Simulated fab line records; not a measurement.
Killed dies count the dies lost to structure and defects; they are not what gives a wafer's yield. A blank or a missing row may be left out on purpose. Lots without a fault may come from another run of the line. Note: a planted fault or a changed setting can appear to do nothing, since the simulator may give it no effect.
Which tool is to blame? | flow nand-harc | 22 lots, 66 wafers sampled, at 6 steps of a route of 1159

== WHAT EACH GAUGE READ, for each wafer ==
No reading from a measuring or inspecting step in the record can be judged against a usual standard deviation.

== TOOL THAT RAN EACH LOT (tool first, then ch and the chambers of the sampled wafers, then the start) ==
lot  | NHARC_A_STAIRCASE_ETCH_197                    | NHARC_A_STAIRCASE_TRIM_220         | NHARC_A_STAIRCASE_ETCH_232                    | NHARC_A_STAIRCASE_STRIP_295                   | NHARC_A_STAIRCASE_DEP_301       | NHARC_A_STAIRCASE_STRIP_476
L074 | rie-diel-01 ch 0,1,3, day 11 15:37 or earlier | rie-diel-02 ch 1,2,3, day 11 15:37 | rie-diel-02 ch 0,1,3, day 12 03:28 or earlier | rie-diel-08 ch 0,2,3, day 12 03:28 or earlier | pecvd-03 ch 0,1,2, day 12 03:28 | rie-diel-08 ch 0,1,3, day 12 08:34
L075 | rie-diel-02 ch 0,1,2, day 11 15:56 or earlier | rie-diel-08 ch 1,2,3, day 11 15:56 | rie-diel-08 ch 0,2,3, day 12 05:20 or earlier | rie-diel-01 ch 0,1,2, day 12 05:20 or earlier | pecvd-01 ch 0,2, day 12 05:20   | rie-diel-01 ch 1,2,3, day 12 11:01
L078 | rie-diel-01 ch 0,2, day 11 23:43 or earlier   | rie-diel-08 ch 0,1,2, day 11 23:43 | rie-diel-08 ch 0,3, day 12 13:45 or earlier   | rie-diel-01 ch 2,3, day 12 13:45 or earlier   | pecvd-01 ch 0,1,2, day 12 13:45 | rie-diel-02 ch 0,1, day 12 18:42
L077 | rie-diel-02 ch 0,1,2, day 12 01:11 or earlier | rie-diel-02 ch 1,2,3, day 12 01:11 | rie-diel-08 ch 1,2,3, day 12 15:32 or earlier | rie-diel-08 ch 0,1,2, day 12 15:32 or earlier | pecvd-03 ch 0,1, day 12 15:32   | rie-diel-01 ch 0,1,2, day 12 20:33
L076 | rie-diel-02 ch 1,2, day 12 05:14 or earlier   | rie-diel-08 ch 0,1, day 12 05:14   | rie-diel-08 ch 0,3, day 12 19:04 or earlier   | rie-diel-02 ch 0,3, day 12 19:04 or earlier   | pecvd-01 ch 0,1,2, day 12 19:04 | rie-diel-08 ch 0,1, day 13 00:31
L079 | rie-diel-01 ch 0,2,3, day 12 10:05 or earlier | rie-diel-08 ch 1,2, day 12 10:05   | rie-diel-01 ch 1,2,3, day 12 22:56 or earlier | rie-diel-02 ch 1,3, day 12 22:56 or earlier   | pecvd-04 ch 0,2, day 12 22:56   | rie-diel-02 ch 1,2,3, day 13 04:22
L081 | rie-diel-02 ch 0,1,2, day 13 02:02 or earlier | rie-diel-08 ch 1,3, day 13 02:02   | rie-diel-08 ch 0,1, day 13 18:02 or earlier   | rie-diel-08 ch 0,1,2, day 13 18:02 or earlier | pecvd-01 ch 0,1,2, day 13 18:02 | rie-diel-02 ch 1,3, day 13 23:52
L080 | rie-diel-02 ch 0,3, day 13 06:08 or earlier   | rie-diel-02 ch 0,2,3, day 13 06:08 | rie-diel-01 ch 0,1,2, day 13 23:55 or earlier | rie-diel-01 ch 0,1, day 13 23:55 or earlier   | pecvd-03 ch 0,1, day 13 23:55   | rie-diel-08 ch 1,2,3, day 14 05:49
L084 | rie-diel-02 ch 0,2,3, day 13 10:05 or earlier | rie-diel-01 ch 0,3, day 13 10:05   | rie-diel-01 ch 1,2,3, day 14 01:49 or earlier | rie-diel-01 ch 0,1,2, day 14 01:49 or earlier | pecvd-01 ch 0,1,2, day 14 01:49 | rie-diel-02 ch 0,2,3, day 14 08:35
L083 | rie-diel-08 ch 0,2, day 13 11:49 or earlier   | rie-diel-01 ch 0,1,3, day 13 11:49 | rie-diel-02 ch 1,3, day 14 02:51 or earlier   | rie-diel-02 ch 0,2, day 14 02:51 or earlier   | pecvd-03 ch 0,1, day 14 02:51   | rie-diel-02 ch 1,3, day 14 09:43
L082 | rie-diel-08 ch 0,1,3, day 13 12:56 or earlier | rie-diel-01 ch 1,2, day 13 12:56   | rie-diel-01 ch 2,3, day 14 05:28 or earlier   | rie-diel-01 ch 1,2,3, day 14 05:28 or earlier | pecvd-01 ch 0,2, day 14 05:28   | rie-diel-02 ch 0,1,3, day 14 11:11
L088 | rie-diel-02 ch 0,2, day 14 11:52 or earlier   | rie-diel-08 ch 1,2,3, day 14 11:52 | rie-diel-01 ch 0,1, day 15 02:43 or earlier   | rie-diel-08 ch 0,2,3, day 15 02:43 or earlier | pecvd-01 ch 0,1, day 15 02:43   | rie-diel-08 ch 1,3, day 15 07:41
L087 | rie-diel-02 ch 0,1,3, day 14 15:02 or earlier | rie-diel-02 ch 2,3, day 14 15:02   | rie-diel-01 ch 0,1,3, day 15 04:45 or earlier | rie-diel-01 ch 1,2, day 15 04:45 or earlier   | pecvd-01 ch 1,2, day 15 04:45   | rie-diel-01 ch 1,2, day 15 10:13
L086 | rie-diel-01 ch 0,2, day 14 16:41              | rie-diel-08 ch 1,2,3, day 14 19:20 | rie-diel-01 ch 0,2,3, day 15 13:08 or earlier | rie-diel-01 ch 0,1,3, day 15 13:08 or earlier | pecvd-03 ch 0,2, day 15 13:08   | rie-diel-01 ch 1,3, day 15 18:22
L089 | rie-diel-08 ch 0,2,3, day 15 06:01 or earlier | rie-diel-02 ch 1,3, day 15 06:01   | rie-diel-01 ch 1,3, day 15 22:47 or earlier   | rie-diel-02 ch 0,3, day 15 22:47 or earlier   | pecvd-01 ch 1,2, day 15 22:47   | rie-diel-02 ch 2,3, day 16 03:50
L091 | rie-diel-01 ch 0,1,3, day 15 10:56 or earlier | rie-diel-01 ch 0,2,3, day 15 10:56 | rie-diel-02 ch 0,1,3, day 16 01:25 or earlier | rie-diel-02 ch 0,1,2, day 16 01:25 or earlier | pecvd-01 ch 0,1,2, day 16 01:25 | rie-diel-01 ch 0,1,2, day 16 07:00
L092 | rie-diel-08 ch 0,1,2, day 15 10:29 or earlier | rie-diel-01 ch 0,1, day 15 10:29   | rie-diel-08 ch 0,2, day 16 00:37 or earlier   | rie-diel-01 ch 0,1,3, day 16 00:37 or earlier | pecvd-04 ch 0,1,2, day 16 00:37 | rie-diel-01 ch 0,1,3, day 16 05:37
L094 | rie-diel-08 ch 0,3, day 16 02:18 or earlier   | rie-diel-02 ch 0,1,3, day 16 02:18 | rie-diel-08 ch 0,1, day 16 17:46 or earlier   | rie-diel-01 ch 1,2,3, day 16 17:46 or earlier | pecvd-01 ch 0,2, day 16 17:46   | rie-diel-02 ch 1,2, day 16 22:53
L095 | rie-diel-08 ch 0,1, day 16 05:45 or earlier   | rie-diel-08 ch 0,2, day 16 05:45   | rie-diel-01 ch 1,3, day 16 20:16 or earlier   | rie-diel-01 ch 0,2, day 16 20:16 or earlier   | pecvd-01 ch 0,1, day 16 20:16   | rie-diel-08 ch 1,2, day 17 01:40
L093 | rie-diel-01 ch 0,1,3, day 16 06:07 or earlier | rie-diel-01 ch 0,1,3, day 16 06:07 | rie-diel-08 ch 0,2,3, day 16 20:32 or earlier | rie-diel-08 ch 0,1,2, day 16 20:32 or earlier | pecvd-01 ch 0,1, day 16 20:32   | rie-diel-01 ch 0,3, day 17 01:37
L096 | rie-diel-02 ch 0,2,3, day 16 09:41 or earlier | rie-diel-01 ch 1,2, day 16 09:41   | rie-diel-02 ch 1,2,3, day 16 22:05 or earlier | rie-diel-01 ch 0,3, day 16 22:05 or earlier   | pecvd-03 ch 1,2, day 16 22:05   | rie-diel-08 ch 0,2, day 17 03:38
L097 | rie-diel-08 ch 1,3, day 16 21:06 or earlier   | rie-diel-08 ch 1,2,3, day 16 21:06 | rie-diel-01 ch 0,3, day 17 11:20 or earlier   | rie-diel-08 ch 1,2,3, day 17 11:20 or earlier | pecvd-03 ch 0,1, day 17 11:20   | rie-diel-01 ch 0,1,2, day 17 17:40
- NHARC_A_STAIRCASE_ETCH_197: etches the open film in C4F8/O2, target depth 100 nm, time 40.5 s.
- NHARC_A_STAIRCASE_TRIM_220: chemistry O2, time 211.2 s.
- NHARC_A_STAIRCASE_ETCH_232: etches the open film in C4F8/O2, target depth 100 nm, time 40.5 s.
- NHARC_A_STAIRCASE_STRIP_295: strips in O2.
- NHARC_A_STAIRCASE_DEP_301: deposits SiON, target thk 30 nm.
- NHARC_A_STAIRCASE_STRIP_476: strips in O2, time 20 s.

== AS READ BY THE TOOLS THEMSELVES (means over the sampled wafers that have a number; for cases with no such wafer, the mark the record gives instead) ==
NHARC_A_STAIRCASE_ETCH_197.
lot  | tool        | oes-product-au (a.u.) | rf-vpp-V (V)
L074 | rie-diel-01 | 0.942                 | 894
L075 | rie-diel-02 | 0.940                 | 896
L078 | rie-diel-01 | 0.919                 | 893
L077 | rie-diel-02 | 0.923                 | 896
L076 | rie-diel-02 | 0.946                 | 894
L079 | rie-diel-01 | 0.908                 | 892
L081 | rie-diel-02 | 0.957                 | 896
L080 | rie-diel-02 | 0.951                 | 896
L084 | rie-diel-02 | 0.927                 | 894
L083 | rie-diel-08 | 0.938                 | 892
L082 | rie-diel-08 | 0.916                 | 894
L088 | rie-diel-02 | 0.937                 | 894
L087 | rie-diel-02 | 0.963                 | 898
L086 | rie-diel-01 | 0.991                 | 894
L089 | rie-diel-08 | 0.929                 | 896
L091 | rie-diel-01 | 0.940                 | 893
L092 | rie-diel-08 | 0.936                 | 893
L094 | rie-diel-08 | 0.940                 | 892
L095 | rie-diel-08 | 0.921                 | 889
L093 | rie-diel-01 | 0.975                 | 893
L096 | rie-diel-02 | 0.947                 | 894
L097 | rie-diel-08 | 0.941                 | 894

NHARC_A_STAIRCASE_TRIM_220.
lot  | tool        | drypump-motor-current-A (A) | mfc-ar-sccm (sccm) | o2-flow-sccm (sccm) | oes-product-au (a.u.) | rf-vpp-V (V) | showerhead-plenum-p-Torr (Torr) | throttle-valve-pct (%)
L074 | rie-diel-02 | 6.0                         | 0.017              | 501.4               | 1.005                 | 57.8         | 3.53                            | 17.038
L075 | rie-diel-08 | 5.4                         | 0.017              | 502.1               | 0.995                 | 57.8         | 3.57                            | 17.033
L078 | rie-diel-08 | 5.7                         | 0.017              | 498.2               | 1.007                 | 57.9         | 3.48                            | 17.030
L077 | rie-diel-02 | 6.0                         | 0.017              | 499.5               | 1.003                 | 56.7         | 3.52                            | 17.028
L076 | rie-diel-08 | 5.8                         | 0.006              | 500.9               | 0.992                 | 57.6         | 3.38                            | 17.039
L079 | rie-diel-08 | 5.6                         | 0.028              | 500.7               | 0.998                 | 58.8         | 3.57                            | 17.030
L081 | rie-diel-08 | 5.1                         | 0.011              | 501.1               | 0.992                 | 58.0         | 3.50                            | 17.034
L080 | rie-diel-02 | 5.7                         | 0.026              | 499.3               | 0.997                 | 57.0         | 3.49                            | 17.043
L084 | rie-diel-01 | 5.9                         | 0.015              | 500.3               | 0.996                 | 58.0         | 3.37                            | 17.040
L083 | rie-diel-01 | 5.9                         | 0.011              | 500.2               | 0.988                 | 58.2         | 3.46                            | 17.040
L082 | rie-diel-01 | 5.8                         | 0.012              | 500.5               | 0.996                 | 58.0         | 3.57                            | 17.042
L088 | rie-diel-08 | 5.4                         | 0.017              | 500.3               | 0.996                 | 57.4         | 3.56                            | 17.035
L087 | rie-diel-02 | 6.1                         | 0.015              | 499.0               | 1.007                 | 58.1         | 3.47                            | 17.043
L086 | rie-diel-08 | 5.4                         | 0.017              | 500.1               | 0.996                 | 57.3         | 3.55                            | 17.030
L089 | rie-diel-02 | 6.1                         | 0.004              | 500.1               | 0.998                 | 57.9         | 3.59                            | 17.039
L091 | rie-diel-01 | 6.0                         | 0.022              | 500.9               | 0.985                 | 57.5         | 3.41                            | 17.044
L092 | rie-diel-01 | 6.3                         | 0.013              | 499.3               | 1.010                 | 57.9         | 3.49                            | 17.036
L094 | rie-diel-02 | 5.8                         | 0.013              | 499.2               | 0.998                 | 57.4         | 3.56                            | 17.038
L095 | rie-diel-08 | 6.0                         | 0.011              | 500.0               | 0.996                 | 57.1         | 3.42                            | 17.038
L093 | rie-diel-01 | 6.0                         | 0.011              | 499.4               | 1.007                 | 57.5         | 3.45                            | 17.029
L096 | rie-diel-01 | 5.8                         | 0.023              | 499.6               | 0.995                 | 57.7         | 3.51                            | 17.032
L097 | rie-diel-08 | 5.4                         | 0.017              | 498.5               | 1.005                 | 58.4         | 3.54                            | 17.029

NHARC_A_STAIRCASE_ETCH_232.
lot  | tool        | oes-product-au (a.u.) | rf-vpp-V (V)
L074 | rie-diel-02 | 0.944                 | 898
L075 | rie-diel-08 | 0.920                 | 896
L078 | rie-diel-08 | 0.911                 | 893
L077 | rie-diel-08 | 0.944                 | 898
L076 | rie-diel-08 | 0.928                 | 893
L079 | rie-diel-01 | 0.951                 | 893
L081 | rie-diel-08 | 0.949                 | 890
L080 | rie-diel-01 | 0.935                 | 895
L084 | rie-diel-01 | 0.943                 | 894
L083 | rie-diel-02 | 0.964                 | 897
L082 | rie-diel-01 | 0.935                 | 892
L088 | rie-diel-01 | 0.947                 | 897
L087 | rie-diel-01 | 0.938                 | 894
L086 | rie-diel-01 | 0.938                 | 892
L089 | rie-diel-01 | 0.927                 | 892
L091 | rie-diel-02 | 0.948                 | 897
L092 | rie-diel-08 | 0.964                 | 893
L094 | rie-diel-08 | 0.938                 | 890
L095 | rie-diel-01 | 0.960                 | 894
L093 | rie-diel-08 | 0.951                 | 896
L096 | rie-diel-02 | 0.943                 | 895
L097 | rie-diel-01 | 0.933                 | 891

NHARC_A_STAIRCASE_STRIP_295.
lot  | tool        | drypump-motor-current-A (A) | mfc-ar-sccm (sccm) | o2-flow-sccm (sccm) | oes-product-au (a.u.) | rf-vpp-V (V) | showerhead-plenum-p-Torr (Torr) | throttle-valve-pct (%)
L074 | rie-diel-08 | 5.8                         | 0.011              | 498.7               | 0.984                 | 58.0         | 3.54                            | 17.037
L075 | rie-diel-01 | 6.1                         | 0.018              | 499.9               | 0.989                 | 57.0         | 3.52                            | 17.044
L078 | rie-diel-01 | 5.8                         | 0.027              | 501.4               | 0.984                 | 57.5         | 3.43                            | 17.029
L077 | rie-diel-08 | 5.7                         | 0.017              | 499.6               | 0.984                 | 58.0         | 3.47                            | 17.036
L076 | rie-diel-02 | 5.5                         | 0.023              | 499.5               | 1.009                 | 57.8         | 3.54                            | 17.039
L079 | rie-diel-02 | 6.1                         | 0.004              | 498.8               | 1.002                 | 57.6         | 3.61                            | 17.034
L081 | rie-diel-08 | 5.7                         | 0.017              | 499.2               | 0.997                 | 57.8         | 3.47                            | 17.040
L080 | rie-diel-01 | 6.0                         | 0.007              | 500.8               | 1.000                 | 58.3         | 3.56                            | 17.038
L084 | rie-diel-01 | 6.1                         | 0.018              | 501.1               | 0.995                 | 57.3         | 3.51                            | 17.034
L083 | rie-diel-02 | 5.4                         | 0.037              | 499.8               | 0.997                 | 57.6         | 3.49                            | 17.038
L082 | rie-diel-01 | 5.7                         | 0.016              | 499.8               | 0.992                 | 57.3         | 3.47                            | 17.039
L088 | rie-diel-08 | 5.8                         | 0.011              | 500.8               | 0.991                 | 57.0         | 3.52                            | 17.044
L087 | rie-diel-01 | 5.8                         | 0.023              | 498.8               | 1.001                 | 58.1         | 3.52                            | 17.035
L086 | rie-diel-01 | 6.0                         | 0.011              | 500.1               | 1.001                 | 58.7         | 3.46                            | 17.033
L089 | rie-diel-02 | 5.8                         | 0.011              | 498.9               | 0.996                 | 57.4         | 3.52                            | 17.036
L091 | rie-diel-02 | 5.7                         | 0.028              | 501.4               | 0.992                 | 57.6         | 3.51                            | 17.039
L092 | rie-diel-01 | 5.9                         | 0.011              | 499.8               | 1.001                 | 58.2         | 3.45                            | 17.042
L094 | rie-diel-01 | 5.7                         | 0.016              | 499.9               | 1.003                 | 56.8         | 3.46                            | 17.039
L095 | rie-diel-01 | 6.1                         | 0.030              | 500.4               | 0.995                 | 57.8         | 3.45                            | 17.036
L093 | rie-diel-08 | 5.7                         | 0.017              | 499.8               | 1.006                 | 57.9         | 3.45                            | 17.019
L096 | rie-diel-01 | 5.9                         | 0.015              | 501.6               | 1.000                 | 57.1         | 3.36                            | 17.037
L097 | rie-diel-08 | 5.4                         | 0.017              | 498.6               | 0.987                 | 57.7         | 3.54                            | 17.038

NHARC_A_STAIRCASE_DEP_301.
lot  | tool     | heater-power-w (W)
L074 | pecvd-03 | 789
L075 | pecvd-01 | 788
L078 | pecvd-01 | 744
L077 | pecvd-03 | 716
L076 | pecvd-01 | 705
L079 | pecvd-04 | 681
L081 | pecvd-01 | 689
L080 | pecvd-03 | 681
L084 | pecvd-01 | 719
L083 | pecvd-03 | 728
L082 | pecvd-01 | 814
L088 | pecvd-01 | 686
L087 | pecvd-01 | 679
L086 | pecvd-03 | 771
L089 | pecvd-01 | 688
L091 | pecvd-01 | 647
L092 | pecvd-04 | 630
L094 | pecvd-01 | 712
L095 | pecvd-01 | 741
L093 | pecvd-01 | 766
L096 | pecvd-03 | 769
L097 | pecvd-03 | 735

NHARC_A_STAIRCASE_STRIP_476.
lot  | tool        | drypump-motor-current-A (A) | mfc-ar-sccm (sccm) | o2-flow-sccm (sccm) | oes-product-au (a.u.) | rf-vpp-V (V) | showerhead-plenum-p-Torr (Torr) | throttle-valve-pct (%)
L074 | rie-diel-08 | 5.5                         | 0.006              | 500.9               | 0.983                 | 57.5         | 3.47                            | 17.035
L075 | rie-diel-01 | 5.7                         | 0.016              | 501.5               | 0.991                 | 56.7         | 3.48                            | 17.037
L078 | rie-diel-02 | 5.4                         | 0.025              | 500.4               | 1.010                 | 57.5         | 3.57                            | 17.027
L077 | rie-diel-01 | 6.1                         | 0.018              | 501.2               | 0.984                 | 57.1         | 3.51                            | 17.042
L076 | rie-diel-08 | 5.7                         | 0.006              | 500.2               | 0.989                 | 56.8         | 3.37                            | 17.036
L079 | rie-diel-02 | 6.0                         | 0.017              | 499.2               | 1.003                 | 58.1         | 3.52                            | 17.035
L081 | rie-diel-02 | 6.1                         | 0.002              | 501.2               | 1.003                 | 58.3         | 3.57                            | 17.045
L080 | rie-diel-08 | 5.4                         | 0.017              | 501.6               | 1.000                 | 57.8         | 3.56                            | 17.028
L084 | rie-diel-02 | 5.7                         | 0.026              | 499.7               | 0.999                 | 57.9         | 3.48                            | 17.044
L083 | rie-diel-02 | 6.0                         | 0.004              | 499.8               | 0.996                 | 57.9         | 3.60                            | 17.035
L082 | rie-diel-02 | 5.8                         | 0.013              | 499.0               | 1.010                 | 57.7         | 3.57                            | 17.039
L088 | rie-diel-08 | 5.2                         | 0.011              | 498.8               | 1.002                 | 56.7         | 3.49                            | 17.045
L087 | rie-diel-01 | 5.8                         | 0.023              | 499.8               | 1.002                 | 57.8         | 3.52                            | 17.051
L086 | rie-diel-01 | 5.6                         | 0.004              | 499.3               | 1.004                 | 57.2         | 3.51                            | 17.027
L089 | rie-diel-02 | 6.1                         | 0.015              | 499.8               | 1.001                 | 58.2         | 3.47                            | 17.033
L091 | rie-diel-01 | 6.1                         | 0.018              | 499.6               | 1.005                 | 58.3         | 3.50                            | 17.027
L092 | rie-diel-01 | 5.9                         | 0.011              | 500.3               | 1.000                 | 57.9         | 3.45                            | 17.037
L094 | rie-diel-02 | 5.9                         | 0.031              | 500.5               | 0.986                 | 58.4         | 3.46                            | 17.036
L095 | rie-diel-08 | 5.6                         | 0.028              | 499.6               | 0.997                 | 57.5         | 3.55                            | 17.028
L093 | rie-diel-01 | 5.9                         | 0.015              | 500.2               | 0.989                 | 57.6         | 3.35                            | 17.031
L096 | rie-diel-08 | 6.0                         | 0.011              | 500.2               | 1.004                 | 57.0         | 3.42                            | 17.039
L097 | rie-diel-01 | 6.1                         | 0.018              | 500.6               | 0.999                 | 57.3         | 3.49                            | 17.030

== THE ANSWER, worked out from the rows above alone ==
Rule: what is usual is taken from the lots themselves. The widest of any qualifying gaps counts: lots, ordered by their means at a reading, are off when they make up no more than a third of the lots, leave a main group of 4 or more, and stand apart from it by 3 or more times the standard deviation of that group's means. Not used: any main group whose means are identical at the precision the tables above print for the reading. Also off: a lot with no number at a reading for which 4 or more lots have one. Where the step has rows for the other lots, those lots are counted as sound. First the gauges in route order, then the tools' own readings, where a lot's mean is used as printed above. At the first step where some lot is off, the reading lying furthest off is the one used; lots without a number count as furthest.
No lot is off at any reading shown: from this, nothing can be told.

== WHAT WAS PUT IN BY THE SIMULATOR ==
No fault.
